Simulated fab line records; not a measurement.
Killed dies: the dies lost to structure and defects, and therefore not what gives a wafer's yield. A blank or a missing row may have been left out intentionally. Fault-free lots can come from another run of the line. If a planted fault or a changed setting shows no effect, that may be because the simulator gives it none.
Chamber matching + flow nandHarc + NHARC_A_M0_STRIP_18 on rieDiel-02: 4 sister chambers
The step strips in N2/H2. 20 wafers are shown with their chamber, then 10 later ones without.

EACH WAFER AND ITS CHAMBER
| wafer  | chamber | showerheadPlenumPTorr (Torr) | rfVppV (V) | rfFwdPowerW (W) |
|--------|---------|------------------------------|------------|-----------------|
| L074.3 | 0       | 2.06                         | 91.5       | 995             |
| L074.4 | 2       | 2.15                         | 91.8       | 999             |
| L074.6 | 2       | 2.15                         | 91.7       | 998             |
| L075.3 | 1       | 2.16                         | 92.4       | 996             |
| L075.4 | 2       | 2.15                         | 92.1       | 1000            |
| L075.5 | 3       | 2.19                         | 91.3       | 1000            |
| L076.4 | 3       | 2.19                         | 91.1       | 994             |
| L076.5 | 2       | 2.15                         | 93.1       | 999             |
| L076.6 | 1       | 2.16                         | 91.9       | 999             |
| L081.1 | 0       | 2.06                         | 91.0       | 992             |
| L081.2 | 3       | 2.19                         | 90.4       | 998             |
| L081.4 | 1       | 2.16                         | 91.1       | 994             |
| L085.1 | 0       | 2.06                         | 90.1       | 992             |
| L085.3 | 2       | 2.15                         | 90.8       | 997             |
| L085.5 | 1       | 2.16                         | 91.6       | 998             |
| L089.2 | 0       | 2.06                         | 90.1       | 999             |
| L089.3 | 3       | 2.19                         | 91.6       | 994             |
| L089.5 | 2       | 2.14                         | 91.9       | 994             |
| L088.2 | 2       | 2.14                         | 91.3       | 993             |
| L088.5 | 1       | 2.16                         | 90.8       | 998             |

SIGNATURES, as means of the wafers listed above
| reading               | chamber 0 | chamber 1 | chamber 2 | chamber 3 | scatter within a chamber |
|-----------------------|-----------|-----------|-----------|-----------|--------------------------|
| showerheadPlenumPTorr | 2.0600    | 2.1600    | 2.1471    | 2.1900    | 0.00299                  |
| rfVppV                | 90.675    | 91.560    | 91.814    | 91.100    | 0.656                    |
| rfFwdPowerW           | 994.50    | 997.00    | 997.14    | 996.50    | 2.73                     |
Rule: distance of a wafer from a chamber = root of the sum over the readings of ((wafer's reading minus chamber's mean) / reading's scatter) squared. If the next closest chamber is less than 2 further off than the closest, the wafer can't be placed; otherwise it belongs to the closest. The scatter is the square root of a quotient: the sum, over the shown wafers, of each reading's squared deviation from its chamber's mean, divided by wafers minus chambers.

WAFERS MISSING THEIR CHAMBER
| wafer  | showerheadPlenumPTorr (Torr) | rfVppV (V) | rfFwdPowerW (W) |
|--------|------------------------------|------------|-----------------|
| L088.6 | 2.14                         | 89.7       | 998             |
| L091.2 | 2.16                         | 92.9       | 1005            |
| L091.3 | 2.19                         | 91.6       | 1001            |
| L091.5 | 2.16                         | 92.2       | 1001            |
| L090.1 | 2.14                         | 91.1       | 996             |
| L090.2 | 2.16                         | 91.8       | 1000            |
| L090.6 | 2.19                         | 93.5       | 994             |
| L094.1 | 2.16                         | 90.2       | 999             |
| L094.3 | 2.14                         | 91.7       | 1004            |
| L094.4 | 2.16                         | 91.1       | 1000            |

WHICH CHAMBER EACH WENT THROUGH
| wafer  | from the rows above     | in truth |
|--------|-------------------------|----------|
| L088.6 | 2                       | 2        |
| L091.2 | can't be placed: 1 or 2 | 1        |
| L091.3 | 3                       | 3        |
| L091.5 | 1                       | 1        |
| L090.1 | 2                       | 2        |
| L090.2 | 1                       | 1        |
| L090.6 | 3                       | 3        |
| L094.1 | 1                       | 1        |
| L094.3 | 2                       | 2        |
| L094.4 | 1                       | 1        |
Correct placement for 9 of the 10. These rows do not allow placing 1 (true chamber among the candidates in 1). 0 placed wrongly.
